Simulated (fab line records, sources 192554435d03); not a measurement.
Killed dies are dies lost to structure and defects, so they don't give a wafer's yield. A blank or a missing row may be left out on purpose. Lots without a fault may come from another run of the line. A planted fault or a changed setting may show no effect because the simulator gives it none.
Split-lot experiment | flow n5_finfet | 7 lots, 21 wafers read, on a route of 1938 steps

THE SPLIT
At N5_BEOL_M4_ETCH_70 (etches SOC in N2/H2, target depth 80 nm, overetch 24 nm, time 130 s), the setting bias_w was moved away from the recipe's 150 W on 5 of the 21 wafers read, by -11.3% to +15.5%. The other wafers ran this setting at the recipe's value.

The reading is taken at the split's own step.

THE READING
rf_vpp_V, in V, at N5_BEOL_M4_ETCH_70 (etches SOC in N2/H2, target depth 80 nm, overetch 24 nm, time 130 s). Fault-free wafers of this fab line usually give 524.6 V, standard deviation 2.1 V.

wafer  | tool, chamber at the split | bias_w as run, W | against the recipe | rf_vpp_V, V | against lot-mates on the recipe
L075.1 | rie_diel-04, 2             | 172.6            | +15.1%             | 572.0       | +49.3
L075.2 | rie_diel-04, 3             | 150              | recipe             | 522.7       | -
L075.6 | rie_diel-04, 1             | 172.6            | +15.1%             | 575.2       | +52.5
L076.1 | rie_diel-05, 0             | 150              | recipe             | 527.1       | -
L076.3 | rie_diel-05, 1             | 150              | recipe             | 524.0       | -
L076.5 | rie_diel-05, 0             | 166.7            | +11.1%             | 565.8       | +40.2
L080.2 | rie_diel-03, 0             | 150              | recipe             | 525.7       | -
L080.3 | rie_diel-03, 3             | 133              | -11.3%             | 484.6       | -38.9
L080.4 | rie_diel-03, 1             | 150              | recipe             | 521.3       | -
L083.3 | rie_diel-04, 0             | 150              | recipe             | 526.2       | -
L083.4 | rie_diel-04, 2             | 173.3            | +15.5%             | 572.0       | +47.0
L083.5 | rie_diel-04, 2             | 150              | recipe             | 523.8       | -
L084.1 | rie_diel-04, 0             | 150              | recipe             | 525.9       | -
L084.2 | rie_diel-04, 1             | 150              | recipe             | 525.4       | -
L084.5 | rie_diel-04, 3             | 150              | recipe             | 522.5       | -
L092.3 | rie_diel-05, 1             | 150              | recipe             | 526.0       | -
L092.4 | rie_diel-05, 0             | 150              | recipe             | 528.6       | -
L092.5 | rie_diel-05, 2             | 150              | recipe             | 525.6       | -
L094.1 | rie_diel-04, 2             | 150              | recipe             | 522.0       | -
L094.4 | rie_diel-04, 1             | 150              | recipe             | 524.9       | -
L094.5 | rie_diel-04, 2             | 150              | recipe             | 522.3       | -

THE FIT
A straight line over all 21 wafers: rf_vpp_V changes by +3.3 V for each +1% of bias_w; r = +0.99; the points scatter about the line by 2.4 V.
The same after taking each lot's own level away (the mean of its wafers on the recipe; 21 wafers): +3.33 V for each +1%; r = +1.00; scatter 2 V.
On that fit, the largest move of bias_w shifts the reading by 52 V.
The lots' own levels span 522.70 to 526.73 V, that is 1.9 times the standard deviation above.
So the lot-to-lot level changes the slope little: the two slopes agree.
Check: with one of the wafers moved furthest among these (+15.5%) left out of the fit, the line predicts +53.3 V for it against its lot-mates. It came out at +47 V against them.
Tool readings at the split's step, against how far the setting was moved: rf_vpp_V r = +0.99.

OTHER SPLITS ON THESE WAFERS
These wafers also went through other splits before the reading. Each is held against what the fit with the lots' levels taken away leaves over:
other split on the same wafers | wafers away from the commonest value | r with rf_vpp_V (lot level and that fit taken away)
N5_BEOL_M2_ETCH_64 source_w    | 6                                    | -0.25
N5_BEOL_M3_COAT_22 spin_rpm    | 7                                    | +0.17
N5_BEOL_M3_EXPOSE_25 dose_mj   | 9                                    | +0.46
N5_BEOL_M4_EXPOSE_25 dose_mj   | 8                                    | +0.17

THE WHOLE CHAIN: every reading that the file lists as answering this split, in the file's order
step               | what it does                                                        | reading                                                                          | change (the file's fit)                | r (the file's)
N5_BEOL_M4_ETCH_70 | etches SOC in N2/H2, target depth 80 nm, overetch 24 nm, time 130 s | rf_vpp_V                                                                         | +3.31 V for each +1% of the setting    | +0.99
N5_BEOL_M4_ETCH_70 | etches SOC in N2/H2, target depth 80 nm, overetch 24 nm, time 130 s | SiARC_of_BEOL_M4_COAT_68.thk_nm (the simulator's own value, which no gauge read) | -0.0701 nm for each +1% of the setting | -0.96

THE FILE'S OWN FIT
rf_vpp_V changes by +3.31 V for each +1% of bias_w, r = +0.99.
